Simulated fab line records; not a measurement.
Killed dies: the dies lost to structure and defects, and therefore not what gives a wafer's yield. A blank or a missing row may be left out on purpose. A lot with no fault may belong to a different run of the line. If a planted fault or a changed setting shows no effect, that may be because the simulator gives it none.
The tool behind it: which one? ; flow nand_harc ; 13 lots with 39 wafers sampled at 6 steps, on a route of 1159 steps

WHAT THE GAUGES SHOWED, per wafer
NHARC_A_ZERO_WELL_CD_MEAS_10: target cd 2000 nm.
lot;measured;on;cd_nm (nm)
L677;day 6 16:31;cd_sem-01;1998.7 1998.0 1999.5
L676;day 6 16:47;cd_sem-02;1998.2 1999.8 1998.0
L678;day 7 02:56;cd_sem-02;1999.1 1999.0 1998.5
L680;day 7 13:22;cd_sem-01;1998.0 1999.7 2000.1
L681;day 7 19:41;cd_sem-01;1996.8 1995.7 1998.6
L682;day 8 01:49;cd_sem-01;1998.9 2000.9 1997.2
L683;day 8 05:20;cd_sem-02;1998.0 1998.8 2000.9
L685;day 8 19:11;cd_sem-02;1999.4 1996.4 1996.9
L686;day 9 11:30;cd_sem-02;2000.7 1999.7 1998.9
L689;day 9 14:25;cd_sem-03;1998.0 1997.2 1997.6
L687;day 9 16:15;cd_sem-03;1996.7 1995.8 1997.1
L694;day 11 00:55;cd_sem-02;2002.0 2000.9 2001.2
L697;day 11 13:23;cd_sem-02;1998.4 1997.0 1997.5

NHARC_A_ONON_D1_THK_MEAS_02: measures by ellipsometry.
lot;measured;on;thk_nm (nm)
L677;day 7 15:59;film_metro-01;987 989 989
L676;day 7 15:58;film_metro-02;998 997 996
L678;day 8 02:51;film_metro-02;999 997 999
L680;day 8 12:23;film_metro-01;1000 1001 1001
L681;day 8 18:06;film_metro-02;993 993 996
L682;day 9 01:34;film_metro-01;1011 1009 1010
L683;day 9 05:44;film_metro-02;996 994 995
L685;day 9 23:46;film_metro-01;1010 1009 1009
L686;day 10 11:59;film_metro-01;1000 999 997
L689;day 10 11:59;film_metro-02;1006 1008 1007
L687;day 10 11:59;film_metro-01;1009 1006 1007
L694;day 11 22:52;film_metro-01;708 999 707
L697;day 12 15:49;film_metro-02;704 995 703

NHARC_END_SORT_01.
lot;measured;on;killed_at_array;killed_at_other;killed_at_periphery;killed_dies;killed_open;killed_short
L694;day 25 15:17;prober-01;674 13 675;0 0 0;3 0 2;677 13 677;2 3 2;1 0 1
L697;day 26 02:42;prober-02;676 51 676;0 2 1;1 3 0;677 56 677;3 2 1;5 2 3

WHICH TOOL RAN EACH LOT (tool, then ch and the chambers of the sampled wafers, then the start)
lot;NHARC_A_ZERO_WELL_ETCH_13;NHARC_A_ZERO_WELL_RTA_16;NHARC_A_ONON_D1_DEP_00
L677;rie_si-01 ch 0,2, day 6 16:53;rtp_anneal-02 ch 0, day 6 17:49;pecvd_onon-01 ch 0, day 7 15:32
L676;rie_si-05 ch 2,3, day 6 17:10;rtp_anneal-01 ch 0, day 6 18:03;pecvd_onon-02 ch 0, day 7 15:27
L678;rie_si-05 ch 1,3, day 7 03:17;rtp_anneal-02 ch 0, day 7 04:11;pecvd_onon-02 ch 0, day 8 02:20
L680;rie_si-02 ch 0,1,2, day 7 13:45;rtp_anneal-01 ch 0, day 7 14:46;pecvd_onon-01 ch 0, day 8 11:52
L681;rie_si-02 ch 0,1,2, day 7 20:04;rtp_anneal-01 ch 0, day 7 20:57;pecvd_onon-02 ch 0, day 8 17:35
L682;rie_si-01 ch 1,3, day 8 02:11;rtp_anneal-01 ch 0, day 8 03:08;pecvd_onon-02 ch 0, day 9 01:07
L683;rie_si-05 ch 0,1,2, day 8 05:43;rtp_anneal-02 ch 0, day 8 06:36;pecvd_onon-02 ch 0, day 9 05:14
L685;rie_si-02 ch 1,3, day 8 19:34;rtp_anneal-01 ch 0, day 8 20:28;pecvd_onon-03 ch 0, day 9 23:16
L686;rie_si-02 ch 0,1,2, day 9 11:54;rtp_anneal-02 ch 0, day 9 13:01;pecvd_onon-01 ch 0, day 10 11:35
L689;rie_si-01 ch 0,1,3, day 9 14:49;rtp_anneal-01 ch 0, day 9 15:41;pecvd_onon-03 ch 0, day 10 11:28
L687;rie_si-05 ch 0,2,3, day 9 16:37;rtp_anneal-01 ch 0, day 9 17:34;pecvd_onon-02 ch 0, day 10 11:36
L694;rie_si-01 ch 0,1,3, day 11 01:19;rtp_anneal-01 ch 0, day 11 02:16;pecvd_onon-03 ch 0, day 11 22:20
L697;rie_si-02 ch 0,2, day 11 13:46;rtp_anneal-02 ch 0, day 11 14:40;pecvd_onon-03 ch 0, day 12 15:18
- NHARC_A_ZERO_WELL_ETCH_13: etches the open film in HBr/Cl2, target depth 120 nm, time 40.1 s.
- NHARC_A_ZERO_WELL_RTA_16: time 10 s.
- NHARC_A_ONON_D1_DEP_00: target thk 1000 nm.

AS READ BY THE TOOLS THEMSELVES (means over the sampled wafers that have a number; for cases with no such wafer, the mark the record gives instead)
NHARC_A_ZERO_WELL_ETCH_13.
lot;tool;drypump_motor_current_A (A);oes_product_au (a.u.);throttle_valve_pct (%)
L677;rie_si-01;5.7;1.016;26.418
L676;rie_si-05;5.7;1.002;26.402
L678;rie_si-05;6.3;0.997;26.412
L680;rie_si-02;6.0;0.982;26.411
L681;rie_si-02;6.0;0.991;26.400
L682;rie_si-01;5.2;0.998;26.411
L683;rie_si-05;5.4;1.001;26.403
L685;rie_si-02;5.8;0.987;26.401
L686;rie_si-02;6.0;0.985;26.409
L689;rie_si-01;5.5;1.010;26.404
L687;rie_si-05;5.8;1.002;26.410
L694;rie_si-01;5.5;0.991;26.412
L697;rie_si-02;6.0;1.002;26.403

NHARC_A_ZERO_WELL_RTA_16.
lot;tool;lamp_power_pct (%);wafer_temp_C_max
L677;rtp_anneal-02;28.2;1003.9
L676;rtp_anneal-01;31.1;1005.3
L678;rtp_anneal-02;28.2;1003.2
L680;rtp_anneal-01;31.1;1005.6
L681;rtp_anneal-01;31.1;1004.6
L682;rtp_anneal-01;31.1;1005.6
L683;rtp_anneal-02;28.2;1003.3
L685;rtp_anneal-01;31.1;1004.8
L686;rtp_anneal-02;28.1;1003.1
L689;rtp_anneal-01;31.1;1004.4
L687;rtp_anneal-01;31.1;1004.6
L694;rtp_anneal-01;31.1;1004.6
L697;rtp_anneal-02;28.2;1003.5

NHARC_A_ONON_D1_DEP_00.
lot;tool;susceptor_temp_C (C)
L677;pecvd_onon-01;400.04
L676;pecvd_onon-02;399.50
L678;pecvd_onon-02;399.84
L680;pecvd_onon-01;400.37
L681;pecvd_onon-02;399.81
L682;pecvd_onon-02;399.66
L683;pecvd_onon-02;399.92
L685;pecvd_onon-03;399.78
L686;pecvd_onon-01;400.00
L689;pecvd_onon-03;400.07
L687;pecvd_onon-02;399.87
L694;pecvd_onon-03;399.86
L697;pecvd_onon-03;400.10

THE ANSWER, worked out from the rows above alone
Rule: what is usual is taken from the lots themselves. The widest of any qualifying gaps counts: lots, ordered by their means at a reading, are off when they make up no more than a third of the lots, leave a main group of 4 or more, and stand apart from it by 3 or more times the standard deviation of that group's means. The tables above print the reading to a certain number of digits; a main group whose means all agree to those digits is not used. Also off: a lot with no number at a reading for which 4 or more lots have one. All remaining lots with rows at the step are treated as sound. After the gauges, taken in route order, come the tools' own readings; for these a lot's mean is taken, as printed above. At the first step where some lot is off, the reading lying furthest off is the one used; lots without a number count as furthest.
Off, at NHARC_A_ONON_D1_THK_MEAS_02 on thk_nm: L694, L697. The main group has a mean of 1001 nm with a standard deviation of 6.7.
If a tool, at a process step before that reading, ran all the lots that are off and no sound lot after the first of them, it fits. Those tools and the gauges at NHARC_A_ONON_D1_THK_MEAS_02 are tried in the same way. One fits: pecvd_onon-03 at NHARC_A_ONON_D1_DEP_00. Its last sound lot is L689 (day 10 11:28), its first lot that is off L694 (day 11 22:20): a fault that began between those two fits.

WHAT THE SIMULATOR HAD INSERTED
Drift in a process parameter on pecvd_onon-03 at NHARC_A_ONON_D1_DEP_00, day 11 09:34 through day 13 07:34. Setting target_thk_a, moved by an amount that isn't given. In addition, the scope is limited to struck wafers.
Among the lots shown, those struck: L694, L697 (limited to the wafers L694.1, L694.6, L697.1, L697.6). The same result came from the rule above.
